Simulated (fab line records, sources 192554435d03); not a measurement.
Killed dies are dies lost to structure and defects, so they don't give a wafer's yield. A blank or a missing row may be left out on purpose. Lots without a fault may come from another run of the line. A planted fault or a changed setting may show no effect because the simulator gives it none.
fab line records | flow n5_finfet
record lots=5 wafers=15 last_day=18
route steps=1938 shown BEOL_M2@871 PASSIVATION@1936
lots that met no fault: from a run of the same line without faults
start_h: hours from the record's first day to the start of the lot's first wafer shown | wait_h: hours since the lot's step before | " the same as in the row above | L1.1+2: a row that stands for several wafers | - no value, or no start given | * or withheld: withheld | < > ~ a bound
route shown NAME@n: a module of which the file shows steps, and the number in the route of the first | usual: mean/standard deviation of fault-free wafers | same: alike in all rows | chamber/n: place in a boat | sites: the reading at each site | _std_site: their standard deviation | _edge_site: outer sites' mean less inner sites' | radius_mm: how far each site lies from the wafer's centre | mask NAME#n: copy n | behind: the tool/chamber that last shaped the wafer | hold: why the lot was held/for how many hours/how that ended | device: the transistor (n, p or np) that didn't switch | end of line: the same wafers' tests at the end of the route | a step without rows: its recipe alone | killed: dies lost to structure and defects at the first sort, not the wafer's yield | map: a wafer's dies, x killed, . not, _ none there
set.NAME: the setting as run; set.NAME@STEP: as run at that earlier step | model.NAME: the simulator's own value behind a step, which no gauge read
lots at some steps of the route; a table a step, a row a wafer
services: from which hour (start_h, from the record's first day; less than 0 if before it) a tool's chamber was out of use, for how many hours, and why
## steps
# step N5_BEOL_M2_EBR_24
# recipe solvent=PGMEA ebr_width_mm=1.5
# step N5_BEOL_M2_SOFTBAKE_23
# recipe temp_c=110 time_s=60 resist=CAR-EUV
# step N5_BEOL_M2_EXPOSE_25
# recipe mask_id=V1 na=0.33 source_shape=quasar sigma_inner=0.2 sigma_outer=0.8 polarization=unpolarized defocus_nm=5 dose_mj=63
# step N5_BEOL_M2_PEB_26
# recipe peb_temp_c=100 peb_time_s=60 resist=CAR-EUV
# step N5_BEOL_M2_DEVELOP_27
# recipe develop_time_s=30 developer=TMAH resist=CAR-EUV rinse_liquid=surfactant_rinse dry=air_spin dev_temp_c=23
# step N5_BEOL_M2_CD_MEAS_28
# recipe target_cd_nm=26.2 landing_energy_ev=500 detector=se_inlens target_cd_y_nm=24.1 polarity=opening
# usual cd_nm=26.17/0.21
# columns lot.wafer tool chamber start_h wait_h cd_nm
L340.2 cd_sem-02 0 159.69 - 26.24
L340.4 " 0 " " 26.45
L340.5 " 0 " " 25.79
L346.3 cd_sem-01 0 188.78 - 26.26
L346.5 " 0 " " 26.13
L346.6 " 0 " " 26.22
L347.3 cd_sem-02 0 193.94 - 26.54
L347.4 " 0 " " 26.19
L347.5 " 0 " " 26.13
L349.2 cd_sem-01 0 213.31 - 26.06
L349.4 " 0 " " 26.01
L349.5 " 0 " " 26.07
L360.1 cd_sem-03 0 279.25 - 26.63
L360.3 " 0 " " 26.53
L360.6 " 0 " " 25.80
# step N5_BEOL_M2_OVL_MEAS_29
# recipe points_per_wafer=522
# usual V1_OVL=0.0/0.61
# columns lot.wafer tool chamber start_h wait_h V1_OVL[nm]
L340.2 overlay-02 0 159.73 0.0 -0.3
L340.4 " 0 " " -0.1
L340.5 " 0 " " -0.2
L346.3 overlay-02 0 188.82 0.0 1.0
L346.5 " 0 " " 0.8
L346.6 " 0 " " -0.6
L347.3 overlay-01 0 193.98 0.0 1.1
L347.4 " 0 " " 0.2
L347.5 " 0 " " 0.2
L349.2 overlay-02 0 213.34 0.0 -0.3
L349.4 " 0 " " -0.1
L349.5 " 0 " " -0.6
L360.1 overlay-02 0 279.28 0.0 -0.4
L360.3 " 0 " " -0.2
L360.6 " 0 " " -0.1
# step N5_BEOL_M2_INSPECT_30
# recipe mode=adi inspect_instrument=brightfield
# usual raw_defect_count=410/100
# columns lot.wafer tool chamber start_h wait_h raw_defect_count
L340.2 defect_inspect-02 - 159.78 0.0 462
L340.4 " - " " 408
L340.5 " - " " 552
L346.3 defect_inspect-01 - 188.87 0.0 513
L346.5 " - " " 348
L346.6 " - " " 443
L347.3 defect_inspect-02 - 194.03 0.0 427
L347.4 " - " " 361
L347.5 " - " " 348
L349.2 defect_inspect-01 - 213.39 0.0 255
L349.4 " - " " 352
L349.5 " - " " 243
L360.1 defect_inspect-02 - 279.34 0.1 377
L360.3 " - " " 350
L360.6 " - " " 355
# step N5_BEOL_M2_DESCUM_33
# recipe chemistry=O2 time_s=7 source_power_w=50 bias_power_w=20 pressure_mtorr=20 rf_frequency_hz=2.712e+07 temp_c=40 resist=CAR-EUV o2_flow_sccm=225
# step N5_BEOL_M2_ETCH_77
# recipe chemistry=N2/H2 target=underlayer target_depth_a=65 mask_material=CAR-EUV time_s=5.2 ion_energy_ev=200 pressure_mtorr=30 source_w=840 bias_w=150 n2_flow_sccm=200 h2_flow_sccm=200 ends=cleared
# usual drypump_motor_current_A=5.5/0.49 etch_rf_on_time_s=5.18/0.16 oes_product_au=0.67/0.054 rf_vpp_V=524.8/2.6 showerhead_plenum_p_Torr=2.59/0.087 throttle_valve_pct=17.97/0.1
# columns lot.wafer tool chamber start_h wait_h drypump_motor_current_A etch_rf_on_time_s oes_product_au rf_hours_counter_h rf_vpp_V showerhead_plenum_p_Torr throttle_valve_pct
L340.2 rie_diel-03 0 159.85 0.0 5.7 5.09 0.66 136 524.9 2.67 17.97
L340.4 " 3 " " 6.3 5.17 0.58 229 520.3 2.42 18.17
L340.5 " 0 " " 5.7 5.05 0.65 - 526.2 2.67 17.98
L346.3 rie_diel-03 2 189.07 0.0 5.3 5.27 0.65 123 525.3 2.54 18.04
L346.5 " 2 " " 5.3 5.33 0.64 - 524.8 2.54 18.05
L346.6 " 1 " " 5.2 5.30 0.68 - 521.9 2.57 17.98
L347.3 rie_diel-05 1 194.10 0.0 5.6 5.09 0.72 77 520.9 2.48 18.02
L347.4 " 3 " " 4.6 5.39 0.71 70 527.0 2.68 17.87
L347.5 " 0 " " 6.2 5.39 0.69 - 520.7 2.46 17.97
L349.2 rie_diel-03 0 213.46 0.0 5.7 5.15 0.64 155 527.3 2.66 18.00
L349.4 " 2 " " 5.3 5.33 0.64 132 522.9 2.54 18.09
L349.5 " 0 " " 5.7 5.16 0.64 - 526.9 2.66 17.96
L360.1 rie_diel-05 2 279.43 0.0 5.6 4.82 0.71 86 526.7 2.69 17.99
L360.3 " 3 " " 4.6 5.27 0.67 - 524.9 2.67 17.95
L360.6 " 3 " " 4.6 5.26 0.68 - 527.0 2.67 17.96
# step N5_BEOL_M2_ETCH_69
# recipe chemistry=CF4 target=SiARC target_depth_a=156 mask_material=CAR-EUV time_s=26 ion_energy_ev=80 pressure_mtorr=40 source_w=545 bias_w=36 Ar_flow_sccm=100 cf4_flow_sccm=100 ends=cleared
# step N5_BEOL_M2_ALD_98
# recipe material=SiO2 target_thk_a=25 temp_c=100 ald_precursor_family=BDEAS ald_co_reactant=O2-plasma pulse_time_s=1 co_reactant_pulse_time_s=1 purge_time_s=2 co_reactant_purge_time_s=2 ald_cycles=17 pressure_torr=2
# step N5_BEOL_M2_ETCHBACK_99
# recipe chemistry=CHF3 target=SiO2 target_depth_a=50 time_s=10.4 source_w=215 bias_w=47 Ar_flow_sccm=200 CHF3_flow_sccm=12 ion_energy_ev=100 pressure_mtorr=30
# usual CHF3_flow_sccm=12.00/0.037 drypump_motor_current_A=5.5/0.5 oes_product_au=0.79/0.068 rf_vpp_V=242/5.3 showerhead_plenum_p_Torr=2.20/0.069 throttle_valve_pct=17.18/0.18
# same time_s=10.4
# columns lot.wafer tool chamber start_h wait_h CHF3_flow_sccm drypump_motor_current_A oes_product_au rf_hours_counter_h rf_vpp_V showerhead_plenum_p_Torr throttle_valve_pct
L340.2 rie_diel-01 2 163.51 3.5 11.98 4.9 0.72 173 243 2.23 17.32
L340.4 " 1 " " 12.02 5.3 0.86 43 242 2.19 17.00
L340.5 " 2 " " 12.00 5.0 0.73 - 245 2.23 17.34
L346.3 rie_diel-05 0 192.13 2.9 11.98 6.2 0.82 81 235 2.09 17.27
L346.5 " 1 " " 11.97 5.7 0.84 - 231 2.08 16.95
L346.6 " 0 " " 12.00 6.2 0.81 - 233 2.09 17.28
L347.3 rie_diel-03 3 197.44 3.2 11.93 6.3 0.68 243 232 2.06 17.51
L347.4 " 0 " " 11.98 5.6 0.74 150 243 2.23 17.06
L347.5 " 2 " " 11.98 5.3 0.75 - 249 2.18 17.47
L349.2 rie_diel-03 1 218.57 4.1 11.93 5.2 0.78 129 242 2.16 17.10
L349.4 " 1 " " 11.98 5.2 0.78 - 240 2.16 17.10
L349.5 " 2 " " 11.98 5.3 0.75 - 250 2.17 17.49
L360.1 rie_diel-01 2 285.10 5.5 12.07 5.0 0.70 213 243 2.22 17.41
L360.3 " 3 " " 12.03 5.3 0.69 221 246 2.22 17.19
L360.6 " 2 " " 12.04 5.0 0.70 - 244 2.22 17.40
# step N5_BEOL_M2_ETCH_70
# recipe chemistry=N2/H2 target=SOC target_depth_a=800 overetch_a=240 mask_material=SiARC temp_c=40 time_s=130 ion_energy_ev=200 pressure_mtorr=30 source_w=840 bias_w=150 n2_flow_sccm=200 h2_flow_sccm=200
# step N5_BEOL_M2_STRIP_71
# recipe chemistry=N2/H2 temp_c=40 n2_flow_sccm=200 h2_flow_sccm=200 rf_frequency_hz=6e+07
# step N5_BEOL_M2_STRIP_78
# recipe chemistry=N2/H2 temp_c=40 n2_flow_sccm=200 h2_flow_sccm=200 rf_frequency_hz=6e+07
# step N5_BEOL_M2_VIA_ETCH_34
# recipe chemistry=C4F6/O2 target_depth_a=694 mask_material=SOC pressure_mtorr=15 ion_energy_ev=250 taper_deg=4 time_s=65.9 source_w=350 bias_w=170 Ar_flow_sccm=300 C4F6_flow_sccm=10 O2_flow_sccm=10
# step N5_BEOL_M2_STRIP_83
# recipe chemistry=C4F6/O2 resist=SiARC rf_frequency_hz=6e+07
# step N5_BEOL_M2_STRIP_36
# recipe chemistry=N2/H2 power_w=450 temp_c=40 pressure_mtorr=20 rf_frequency_hz=6e+07 overash_fraction=0.3 bias_power_w=7 h2_frac=0.5 n2_flow_sccm=200 h2_flow_sccm=200
# step N5_BEOL_M2_TRENCH_ETCH_37
# recipe chemistry=C4F6/O2 target_depth_a=555.55 target=SiOC time_s=29.2 ion_energy_ev=250 pressure_mtorr=30 source_w=355 bias_w=185 Ar_flow_sccm=300 C4F6_flow_sccm=10 O2_flow_sccm=10
# step N5_BEOL_M2_ETCH_41
# recipe chemistry=CH3F/O2 target=SiCN target_depth_a=299 taper_deg=2 time_s=52.5 ion_energy_ev=120 mask_material=TiN pressure_mtorr=30 source_w=395 bias_w=75 Ar_flow_sccm=150 CH3F_flow_sccm=30 O2_flow_sccm=20
# usual drypump_motor_current_A=5.5/0.5 oes_product_au=0.79/0.068 rf_vpp_V=298.0/1.5 showerhead_plenum_p_Torr=2.04/0.064 throttle_valve_pct=16.43/0.18
# same time_s=52.5
# columns lot.wafer tool chamber start_h wait_h drypump_motor_current_A oes_product_au rf_hours_counter_h rf_vpp_V showerhead_plenum_p_Torr throttle_valve_pct
L340.2 rie_diel-01 2 - - 4.9 0.73 173 298.6 2.08 16.60
L340.4 " 1 " " 5.2 0.87 43 298.1 2.04 16.23
L340.5 " 2 " " 4.9 0.73 - 298.9 2.08 16.61
L346.3 rie_diel-05 0 - - 6.2 0.82 82 296.0 1.95 16.54
L346.5 " 1 " " 5.6 0.84 - 294.4 1.94 16.23
L346.6 " 0 " " 6.2 0.81 - 294.8 1.95 16.53
L347.3 rie_diel-03 3 - - 6.3 0.67 243 295.7 1.91 16.77
L347.4 " 0 " " 5.7 0.76 150 298.8 2.07 16.33
L347.5 " 2 " " 5.3 0.76 - 296.9 2.02 16.68
L349.2 rie_diel-03 1 - - 5.2 0.78 129 296.8 2.01 16.33
L349.4 " 1 " " 5.2 0.78 - 297.4 2.01 16.32
L349.5 " 2 " " 5.3 0.75 - 297.3 2.02 16.71
L360.1 rie_diel-01 2 - - 5.0 0.71 213 297.8 2.07 16.69
L360.3 " 3 " " 5.4 0.70 221 298.0 2.07 16.42
L360.6 " 2 " " 4.9 0.71 - 297.8 2.07 16.69
# step N5_BEOL_M2_STRIP_97
# recipe chemistry=N2/H2 time_s=10 power_w=450 temp_c=40 pressure_mtorr=20 rf_frequency_hz=6e+07 bias_power_w=7 n2_flow_sccm=200 h2_flow_sccm=200
# step N5_BEOL_M2_OCD_MEAS_38
# usual trench_depth_nm=55.5/1.1
# columns lot.wafer tool chamber start_h wait_h trench_depth_nm
L340.2 ocd-02 - 163.91 - 55.3
L340.4 " - " " 55.9
L340.5 " - " " 55.5
L346.3 ocd-02 - 192.54 - 54.9
L346.5 " - " " 55.9
L346.6 " - " " 54.3
L347.3 ocd-02 - 197.84 - 54.9
L347.4 " - " " 56.6
L347.5 " - " " 55.1
L349.2 ocd-01 - 218.97 - 53.9
L349.4 " - " " 54.1
L349.5 " - " " 54.8
L360.1 ocd-01 - 285.50 - 55.1
L360.3 " - " " 55.9
L360.6 " - " " 55.2
# step N5_BEOL_M2_HM_STRIP_39
# recipe chemistry=peroxide_tin_strip material=TiN target_depth_a=250 temp_c=50 time_s=158
# step N5_BEOL_M2_SRD_40
# recipe time_s=30 temp_c=23 rinse_liquid=diw dry=ipa_marangoni
# step N5_BEOL_M2_PRECLEAN_42
# recipe chemistry=residue_remover time_s=60 temp_c=40
# step N5_BEOL_M2_SRD_43
# recipe time_s=30 temp_c=23 rinse_liquid=diw dry=ipa_marangoni
# step N5_BEOL_M2_CD_MEAS_35
# recipe target_cd_nm=18 target_cd_y_nm=22.2 polarity=opening
# usual cd_nm=17.9/0.31
# columns lot.wafer tool chamber start_h wait_h cd_nm
L340.2 cd_sem-03 - 164.07 0.0 18.8
L340.4 " - " " 17.6
L340.5 " - " " 17.9
L346.3 cd_sem-03 - 192.69 0.0 17.8
L346.5 " - " " 17.9
L346.6 " - " " 17.7
L347.3 cd_sem-01 - 197.99 0.0 17.1
L347.4 " - " " 18.3
L347.5 " - " " 17.4
L349.2 cd_sem-02 - 219.12 0.0 18.0
L349.4 " - " " 17.9
L349.5 " - " " 18.2
L360.1 cd_sem-01 - 285.65 0.0 18.2
L360.3 " - " " 17.4
L360.6 " - " " 17.8
# step N5_BEOL_M2_DEGAS_44
# recipe ambient=vacuum temp_c=250 time_s=60
# usual heater_power_w=319/32
# same time_s=60
# columns lot.wafer tool chamber start_h wait_h heater_power_w
L340.2 pvd_sputter-02 - 164.51 0.4 291
L340.4 " - " " 382
L340.5 " - " " 369
L346.3 pvd_sputter-02 - 193.07 0.4 388
L346.5 " - " " 368
L346.6 " - " " 383
L347.3 pvd_sputter-02 - 198.26 0.3 300
L347.4 " - " " 374
L347.5 " - " " 372
L349.2 pvd_sputter-01 - 219.96 0.8 331
L349.4 " - " " 305
L349.5 " - " " 307
L360.1 pvd_sputter-03 - 285.97 0.3 289
L360.3 " - " " 285
L360.6 " - " " 321
# step N5_BEOL_M2_PRE_CLEAN_45
# recipe gas=H2/He time_s=30 temp_c=250
# step N5_BEOL_M2_ALD_84
# recipe material=TaN target_thk_a=* temp_c=275 ald_precursor_family=PDMAT ald_co_reactant=NH3 pressure_torr=3 carrier_flow_sccm=1500 pulse_time_s=2 purge_time_s=3 co_reactant_purge_time_s=2 co_reactant_pulse_time_s=3 ald_cycles=30 precursor_vessel_temp_c=75 precursor_vessel_pressure_torr=26.25 precursor_vessel_carrier_sccm=1000
# step N5_BEOL_M2_SURFACE_TREAT_85
# recipe gas=Ar time_s=* ion_energy_ev=* ion_current_ma_cm2=0.5 pressure_mtorr=* ar_flow_sccm=30
# step N5_BEOL_M2_CVD_47
# recipe material=Co target_thk_a=30 temp_c=withheld precursor=CCTBA/H2 pressure_torr=30 time_s=223.8
# step N5_BEOL_M2_SPUTTER_48
# recipe material=Cu target_thk_a=45 temp_c=-20 chamber_pressure_pa=0.07 power_w=withheld time_s=8.29
# step N5_BEOL_M2_ANNEAL_49
# recipe temp_c=400 time_s=240 ambient=vacuum
# usual heater_power_w=790/62
# same time_s=240
# columns lot.wafer tool chamber start_h wait_h heater_power_w
L340.2 pvd_sputter-01 - 165.54 0.0 783
L340.4 " - " " 807
L340.5 " - " " 807
L346.3 pvd_sputter-02 - 194.15 0.0 954
L346.5 " - " " 935
L346.6 " - " " 724
L347.3 pvd_sputter-01 - 200.73 0.0 778
L347.4 " - " " 815
L347.5 " - " " 779
L349.2 pvd_sputter-03 - 220.99 0.0 709
L349.4 " - " " 808
L349.5 " - " " 723
L360.1 pvd_sputter-03 - 286.67 0.0 810
L360.3 " - " " 708
L360.6 " - " " 819
# step N5_BEOL_M2_SPUTTER_79
# recipe material=Cu target_thk_a=45 temp_c=-20 chamber_pressure_pa=0.07 power_w=withheld time_s=8.29
# step N5_BEOL_M2_ANNEAL_80
# recipe temp_c=400 time_s=240 ambient=vacuum
# step N5_BEOL_M2_SPUTTER_81
# recipe material=Cu target_thk_a=45 temp_c=-20 chamber_pressure_pa=0.07 power_w=withheld time_s=8.29
# step N5_BEOL_M2_ANNEAL_82
# recipe temp_c=400 time_s=240 ambient=vacuum
# step N5_BEOL_M2_SPUTTER_86
# recipe material=Cu target_thk_a=45 temp_c=-20 chamber_pressure_pa=0.07 power_w=withheld time_s=8.29
# usual chuck_gas_flow_sccm=1.26/0.053 throttle_valve_pct=29.9/0.97
# same time_s=8.29
# columns lot.wafer tool chamber start_h wait_h chuck_gas_flow_sccm throttle_valve_pct
L340.2 pvd_sputter-01 - 166.12 0.1 1.17 30.9
L340.4 " - " " 1.30 31.7
L340.5 " - " " 1.26 31.7
L346.3 pvd_sputter-02 - 194.73 0.1 1.27 28.8
L346.5 " - " " 1.17 28.2
L346.6 " - " " 1.28 29.0
L347.3 pvd_sputter-01 - 201.31 0.1 1.26 29.2
L347.4 " - " " 1.19 31.6
L347.5 " - " " 1.17 30.8
L349.2 pvd_sputter-03 - 221.57 0.1 1.31 30.2
L349.4 " - " " 1.27 28.6
L349.5 " - " " 1.24 30.2
L360.1 pvd_sputter-03 - 287.25 0.1 1.32 28.4
L360.3 " - " " 1.20 30.3
L360.6 " - " " 1.21 28.7
# step N5_BEOL_M2_ANNEAL_87
# recipe temp_c=400 time_s=240 ambient=vacuum
# step N5_BEOL_M2_SPUTTER_88
# recipe material=Cu target_thk_a=45 temp_c=-20 chamber_pressure_pa=0.07 power_w=withheld time_s=8.29
# step N5_PASSIVATION_PROBE_49
# usual defect_limited_yield=91.7/1.5 killed_at_M0_to_M3=32/10 killed_at_M4_up=14/5.3 killed_at_contacts=13/5.7 killed_at_front_end=37/10 killed_at_other=3.3/2.5 killed_dies=98/18 killed_open=65/13 killed_short=31/7.5 sort_bin_4_leakage=0.00/0.0099 sort_bin_5_function=4.9/0.91 sort_bin_6_memory=3.1/0.71 sort_bin_8_speed=0.00/0.017 sort_n_pass=1082/18
# same gross_dies=1180 killed_at_back_side=0
# columns lot.wafer tool chamber start_h wait_h defect_limited_yield[%] killed_at_M0_to_M3 killed_at_M4_up killed_at_contacts killed_at_front_end killed_at_other killed_dies killed_open killed_short sort_bin_4_leakage[%] sort_bin_5_function[%] sort_bin_6_memory[%] sort_bin_8_speed[%] sort_n_pass
L340.2 prober-01 - 300.43 0.1 92.3 28 14 6 39 4 91 57 27 0 4.7 2.1 0 1089
L340.4 prober-01 - 300.53 0.2 94.5 18 4 12 29 2 65 46 19 0 3.1 2.4 0 1115
L340.5 prober-01 - 300.58 0.2 92.5 24 11 11 41 2 89 63 19 0 4.1 2.8 0 1091
L346.3 prober-01 - 342.19 0.1 92.4 34 11 9 34 2 90 57 33 0 4.8 2.6 0 1090
L346.5 prober-01 - 342.29 0.2 90.3 62 14 13 24 2 115 70 45 0 4.9 4.6 0 1065
L346.6 prober-01 - 342.34 0.3 92.3 27 18 10 35 1 91 54 36 0 4.6 2.9 0 1089
L349.5 prober-02 - 360.68 0.2 84.1 120 15 16 34 3 188 69 34 0.08 9.7 4.5 0 991
# killed by level:class
L340.2 BEOL_M0_SAQP:geometric_particle:open=8 FIN_SAQP:geometric_particle:short=7 DUMMY_GATE:geometric_particle:open=7 BEOL_M0_SAQP:geometric_particle:short=7 BEOL_M4:geometric_particle:open=7 FIN_SAQP:geometric_particle:open=6 HKMG_FIN:area_etch=6 BEOL_M2:geometric_particle:open=5
L340.4 MOL_CONTACT_COAG:geometric_particle:open=11 BEOL_M0_SAQP:geometric_particle:open=8 STI_FIN_REVEAL:geometric_particle:open=7 BEOL_M1:geometric_particle:open=5 BEOL_M0_SAQP:geometric_particle:short=4 DUMMY_GATE:geometric_particle:short=3 DUMMY_GATE:geometric_particle:open=3 FIN_SAQP:geometric_particle:open=2
L340.5 MOL_CONTACT_COAG:geometric_particle:open=10 STI_FIN_REVEAL:geometric_particle:open=7 HKMG_FIN:area_etch=7 BEOL_M0_SAQP:geometric_particle:short=6 BEOL_M2:geometric_particle:open=6 BEOL_M4:geometric_particle:open=6 FIN_SAQP:geometric_particle:open=5 DUMMY_GATE:geometric_particle:open=5
L346.3 FIN_SAQP:geometric_particle:open=14 MOL_CONTACT_COAG:geometric_particle:open=9 BEOL_M0_SAQP:geometric_particle:short=7 BEOL_M0_SAQP:geometric_particle:open=6 BEOL_M3:geometric_particle:short=5 FIN_SAQP:geometric_particle:short=4 BEOL_M1:geometric_particle:open=4 BEOL_M2:geometric_particle:open=4
L346.5 BEOL_M0_SAQP:geometric_particle:short=17 BEOL_M0_SAQP:geometric_particle:open=17 MOL_CONTACT_COAG:geometric_particle:open=10 BEOL_M3:geometric_particle:short=9 STI_FIN_REVEAL:geometric_particle:open=7 BEOL_M2:geometric_particle:open=5 BEOL_M3:geometric_particle:open=5 BEOL_M4:geometric_particle:open=5
L346.6 FIN_SAQP:geometric_particle:short=11 FIN_SAQP:geometric_particle:open=9 MOL_CONTACT_COAG:geometric_particle:open=5 MOL_CONTACT_COAG:geometric_particle:short=5 BEOL_M0_SAQP:geometric_particle:open=5 BEOL_M1:geometric_particle:open=5 BEOL_M2:geometric_particle:open=5 BEOL_M3:geometric_particle:short=4
L349.5 BEOL_M2:unspecified=82 FIN_SAQP:geometric_particle:open=15 MOL_CONTACT_COAG:geometric_particle:open=14 FIN_SAQP:geometric_particle:short=11 BEOL_M0:geometric_particle:open=10 BEOL_M0_SAQP:geometric_particle:open=9 BEOL_M0_SAQP:geometric_particle:short=8 BEOL_M1:geometric_particle:open=5
# map L349.5 (x killed, . not)
_________________...........x________________
______________..x..............._____________
___________......xx.............x..__________
__________......x...xx.........x...._________
________.............................._______
_______............x...........x.x..x..______
______....x.............x..............._____
_____..x.xx..........x.............x....x____
____....................x.x.....x.........___
___.................x.........x......x...x.__
___xx..x...x...............x.............x.__
__..x.x....xx.................x..x.........._
__......x..............x..........x........._
_....................x.......................
_......x........................x............
_.....xxx.......x..............x.............
_..xx...................x..x..........x......
_......x...x........x........................
_......xx..........x........................x
_.............xx..x.x....x.................x.
_xx..........................................
__.....xx......x....x........x.........x...._
__..x..x.......................x....x......._
___.x.x.x.........................x.....xx.__
___........x..xx.......x.x.......x.........__
____.....x.........xx...xxx.x.............___
_____.......x......xxxxxx.xxxx.x.........____
______.............xxxxxxxxx............_____
_______...........xxxxxxxxxx.x.....x..x______
________......x...xxxxxxxxxxxx........_______
__________.....xxxxxxxxxxxxxx....x.x_________
___________.......xxxxx.xxx..x.....__________
______________...x.xxxxxxxx.x..._____________
_________________.x.xxx..x.x.________________
# map L347.3 (x killed, . not)
_________________............________________
______________...............x.._____________
___________..x.....................__________
__________.....x..............x....x_________
________...x............x............._______
_______............x.....x....x...x....______
______xx.............x.......x.........._____
_____..............x......x..............____
____..x...x..x.............x.x............___
___.x....x........x..x..x............x.....__
___.....x.............x....................__
__..x.........x....................x......x._
__x...........................x............._
_.............x...........x.xx...............
_...............x.........................xx.
_x...x.x...x..................x....x.x.x.....
_.............x.....x................x....x..
_.x..........x.........xxx...........x..x....
_..x..x...x......................xxx......x..
_..xx.x.......xx.....x..............x..x.....
_......................x..............xx...x.
__..x...x..................x................_
__....x....x....x..x................x......._
___...................................x.x..__
___.....................x......xx.....x....__
____........................x..x.......x..___
_____....x...................x......xx...____
______...x.............................._____
_______.x..x.....x..xx.................______
________....x..............x..xx......_______
__________.x.x......................_________
___________.............xx......xxx__________
______________.x........x......._____________
_________________.......x...x________________
## services
# columns tool chamber start_h hours kind
rie_diel-05 1 148.75 2.2 repair
rie_diel-05 0 152.80 25.5 repair
rie_diel-05 1 160.48 5.4 repair
rie_diel-01 0 168.70 6.0 repair
rie_diel-03 3 216.77 - clean
rie_diel-03 3 216.77 - consumable_replace:focus_ring
rie_diel-03 3 216.77 - consumable_replace:showerhead
rie_diel-03 3 216.77 18.6 scheduled_down
rie_diel-03 3 216.77 18.6 vent_cycle
rie_diel-01 0 228.17 6.0 repair
rie_diel-01 - 238.12 15.6 pm
rie_diel-01 1 263.76 3.0 repair
rie_diel-05 1 270.84 14.1 repair
## key
first_sign step=N5_PASSIVATION_PROBE_49 reading=killed_at_M0_to_M3 direction=up sigmas=8.5 usual=32 struck=120
effect step=N5_PASSIVATION_PROBE_49 reading=killed_dies direction=up sigmas=5.1 usual=98 struck=188
more_kills_born_at N5_BEOL_M2_ETCHBACK_99@rie_diel-03=82
met_at N5_BEOL_M2_ETCHBACK_99
struck_wafers L349.5
onset_between 197.44 218.57
fault kind=chamber_particle_source tool=rie_diel-03 chamber=2 onset_h=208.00 steps=N5_BEOL_M2_ETCHBACK_99 rate_per_visit_cm2=0.3773 end_h=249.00
